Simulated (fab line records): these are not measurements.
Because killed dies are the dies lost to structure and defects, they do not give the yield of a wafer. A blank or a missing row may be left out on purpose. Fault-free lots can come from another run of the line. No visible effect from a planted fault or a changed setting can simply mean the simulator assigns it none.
Which tool did it? -- flow n5-finfet -- 8 lots, 24 wafers sampled, at 5 steps of a route of 1938

## WHAT THE GAUGES SHOWED, per wafer
N5_BEOL_M4_RC_MEAS_101.
lot,measured,on,DIBL_N (mV/V),DIBL_P (mV/V),IOFF_N (nA/um),IOFF_P (nA/um),ION_N (uA/um),ION_P (uA/um),SS_N (mV/dec),SS_P (mV/dec),VT_N (mV),VT_P (mV)
L742,day 9 01:41,prober-02,37.2 34.4 36.1,37.9 34.7 36.9,0.19 0.15 0.16,0.27 0.20 0.24,674 675 679,466 464 473,71.7 72.2 72.1,73.9 72.8 74.3,244.5 250.0 250.0,-245 -248 -245
L744,day 8 22:56,prober-02,38.7 35.8 34.1,40.6 36.7 33.8,0.22 0.14 0.12,0.26 0.18 0.15,701 676 667,473 455 454,72.0 71.4 71.0,74.6 73.2 72.5,242.9 251.4 251.3,-248 -256 -256
L741,day 9 21:03,prober-02,37.9 38.6 38.9,37.9 38.6 40.7,0.17 0.19 0.21,0.20 0.22 0.26,671 677 713,454 459 480,72.0 72.0 71.7,73.3 73.4 73.4,250.8 247.7 244.9,-250 -249 -249
L749,day 10 03:49,prober-01,37.7 37.6 34.5,37.9 37.6 35.4,0.15 0.16 0.11,0.19 0.18 0.15,665 673 655,458 454 452,71.3 71.9 70.6,74.0 72.9 73.1,251.8 252.4 255.9,-255 -257 -258
L758,day 12 22:01,prober-01,36.6 35.4 39.7,36.0 34.3 38.6,0.15 0.13 0.21,0.20 0.18 0.24,673 687 671,461 472 455,71.4 71.3 72.8,73.1 73.1 73.6,251.9 251.6 248.7,-249 -252 -250
L761,day 14 01:49,prober-02,35.7 35.8 37.6,35.8 34.0 37.0,0.15 0.15 0.17,0.21 0.19 0.22,669 673 674,465 461 468,71.6 72.0 72.0,73.1 72.5 73.2,250.2 251.8 251.1,-251 -252 -249
L763,day 14 10:52,prober-02,39.5 40.7 37.4,39.0 38.9 35.8,0.18 0.21 0.16,0.24 0.24 0.20,664 678 680,463 461 461,71.9 73.2 71.3,73.9 74.5 73.8,249.3 247.9 250.8,-248 -247 -250
L764,day 14 13:47,prober-02,40.8 35.2 37.1,40.8 34.0 36.9,0.27 0.13 0.18,0.34 0.20 0.25,703 677 679,477 463 467,73.1 72.0 71.7,74.0 72.0 73.6,242.1 251.3 248.0,-241 -248 -244

## TOOL THAT RAN EACH LOT (tool first, then ch and the chambers of the sampled wafers, then the start)
lot,N5_BEOL_M3_STRIP_66,N5_BEOL_M3_ETCH_77,N5_BEOL_M3_ETCH_69,N5_BEOL_M3_ALD_98
L742,"rie-diel-02 ch 0,1,3, day 8 01:04","rie-diel-06 ch 0,2, day 8 01:53","rie-diel-06 ch 0,2, day 8 01:54","ald-sin-02 ch 0,1, day 8 01:59"
L744,"rie-diel-06 ch 1,2, day 8 01:50","rie-diel-06 ch 2,3, day 8 03:31","rie-diel-06 ch 2,3, day 8 03:32","ald-sin-03 ch 1,3, day 8 03:37"
L741,"rie-diel-04 ch 1,3, day 8 19:07","rie-diel-06 ch 0,2,3, day 8 19:49","rie-diel-06 ch 0,2,3, day 8 19:50","ald-sin-02 ch 0,2,3, day 8 19:55"
L749,"rie-diel-06 ch 0,3, day 9 06:03","rie-diel-02 ch 0,2,3, day 9 07:10","rie-diel-02 ch 0,2,3, day 9 07:11","ald-sin-02 ch 0,2,3, day 9 07:16"
L758,"rie-diel-06 ch 1,2, day 12 00:52","rie-diel-06 ch 0,2,3, day 12 01:43","rie-diel-06 ch 0,2,3, day 12 01:43","ald-sin-03 ch 0,1,2, day 12 01:48"
L761,"rie-diel-06 ch 1,2, day 12 18:40","rie-diel-02 ch 1,2, day 12 19:37","rie-diel-02 ch 1,2, day 12 19:38","ald-sin-01 ch 0,1, day 12 19:43"
L763,"rie-diel-04 ch 1,2,3, day 12 23:08","rie-diel-04 ch 0,1,2, day 12 23:50","rie-diel-04 ch 0,1,2, day 12 23:52","ald-sin-01 ch 0,1,3, day 13 00:03"
L764,"rie-diel-06 ch 0,1,3, day 13 02:49","rie-diel-02 ch 0,2, day 13 03:43","rie-diel-02 ch 0,2, day 13 03:44","ald-sin-02 ch 0,2,3, day 13 03:49"
- N5_BEOL_M3_STRIP_66: strips in CF4.
- N5_BEOL_M3_ETCH_77: etches underlayer in N2/H2, target depth 6.5 nm, time 5.2 s.
- N5_BEOL_M3_ETCH_69: etches SiARC in CF4, target depth 15.6 nm, time 26 s.
- N5_BEOL_M3_ALD_98: deposits SiO2, target thk 2.5 nm, pulse time 1 s, co reactant pulse time 1 s.

## WHAT THE TOOLS THEMSELVES READ (means of the sampled wafers that have a number; where no wafer has one, the mark that the record gives instead)
N5_BEOL_M3_STRIP_66.
lot,tool,drypump-motor-current-A (A),oes-product-au (a.u.),rf-vpp-V (V),showerhead-plenum-p-Torr (Torr),throttle-valve-pct (%)
L742,rie-diel-02,6.1,0.79,270.4,1.78,13.64
L744,rie-diel-06,5.9,0.73,272.9,1.82,13.51
L741,rie-diel-04,5.7,0.72,270.5,1.79,13.65
L749,rie-diel-06,5.8,0.84,270.4,1.77,13.54
L758,rie-diel-06,5.9,0.80,273.4,1.88,13.40
L761,rie-diel-06,5.9,0.79,273.1,1.88,13.40
L763,rie-diel-04,5.5,0.83,271.0,1.82,13.47
L764,rie-diel-06,5.8,0.85,271.9,1.82,13.48

N5_BEOL_M3_ETCH_77.
lot,tool,drypump-motor-current-A (A),etch-rf-on-time-s (s),h2-flow-sccm (sccm),oes-product-au (a.u.),rf-vpp-V (V),showerhead-plenum-p-Torr (Torr),throttle-valve-pct (%)
L742,rie-diel-06,5.9,5.14,200.7,0.73,526.8,2.61,17.45
L744,rie-diel-06,5.9,5.38,200.5,0.66,526.1,2.60,17.82
L741,rie-diel-06,5.9,5.29,200.1,0.70,523.7,2.58,17.77
L749,rie-diel-02,5.9,5.32,200.3,0.71,524.5,2.53,17.86
L758,rie-diel-06,5.9,5.22,206.7,0.67,524.8,2.59,18.02
L761,rie-diel-02,5.5,5.37,200.1,0.69,524.5,2.57,18.00
L763,rie-diel-04,5.8,5.08,199.9,0.77,525.5,2.63,17.85
L764,rie-diel-02,6.1,5.21,200.0,0.80,527.3,2.66,17.73

N5_BEOL_M3_ETCH_69.
lot,tool,drypump-motor-current-A (A),etch-rf-on-time-s (s),mfc-ar-sccm (sccm),oes-product-au (a.u.),rf-vpp-V (V),showerhead-plenum-p-Torr (Torr),throttle-valve-pct (%)
L742,rie-diel-06,5.8,25.5,99.9,0.74,184.3,2.21,15.26
L744,rie-diel-06,5.9,26.8,99.7,0.66,184.4,2.18,15.47
L741,rie-diel-06,5.8,26.2,100.0,0.71,184.4,2.17,15.46
L749,rie-diel-02,5.9,26.7,100.0,0.70,183.9,2.13,15.59
L758,rie-diel-06,5.9,26.4,100.2,0.68,184.4,2.16,15.50
L761,rie-diel-02,5.5,27.3,99.8,0.68,185.1,2.16,15.65
L763,rie-diel-04,5.8,25.7,99.6,0.77,184.6,2.21,15.56
L764,rie-diel-02,6.1,25.8,100.1,0.81,184.6,2.24,15.42

N5_BEOL_M3_ALD_98.
lot,tool,heater-power-w (W),precursor-pulse-height-rel
L742,ald-sin-02,80,0.980
L744,ald-sin-03,77,0.972
L741,ald-sin-02,84,0.999
L749,ald-sin-02,84,1.007
L758,ald-sin-03,73,0.991
L761,ald-sin-01,78,1.004
L763,ald-sin-01,75,0.997
L764,ald-sin-02,84,1.003

## THE ANSWER, worked out from the rows above alone
Rule: what is usual is taken from the lots themselves. Put in order of their means at a reading, lots are off if they are a third of the lots or fewer, leave a main group of 4 or more, and stand apart from it by a gap of 3 or more times the standard deviation of the main group's means; of several such gaps the widest counts. A main group is skipped when, at the precision printed for the reading in the tables above, its means are all equal. A lot without any number at a reading at which 4 lots or more have one is off too. Any other lot the step has rows for is counted as sound. After the gauges, taken in route order, come the tools' own readings; for these a lot's mean is taken, as printed above. At the first step where some lot is off, the reading lying furthest off is the one used; lots without a number count as furthest.
Off at N5_BEOL_M3_ETCH_77 (h2-flow-sccm): L758. Main group: mean 200.2 sccm, sd 0.27.
A tool fits if, at that step or a process step before it, it ran every lot that is off, and no sound lot after the first of them. One candidate fits, namely rie-diel-06 at N5_BEOL_M3_ETCH_77. A fault onset in the window from L741 (day 8 19:49, its last sound lot) to L758 (day 12 01:43, its first lot off) fits.
On the lots that are off, the tool's own readings at N5_BEOL_M3_ETCH_77 differ by more than 5 times the standard deviation of the sound lots' means, which bears it out; h2-flow-sccm reads 206.7 sccm there versus 200.2 sccm on the sound lots.

## WHAT THE SIMULATOR HAD INSERTED
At N5_BEOL_M3_ETCH_77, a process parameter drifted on rie-diel-06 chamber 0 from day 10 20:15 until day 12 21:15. Setting h2-flow-sccm, moved by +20, from 200. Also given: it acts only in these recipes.
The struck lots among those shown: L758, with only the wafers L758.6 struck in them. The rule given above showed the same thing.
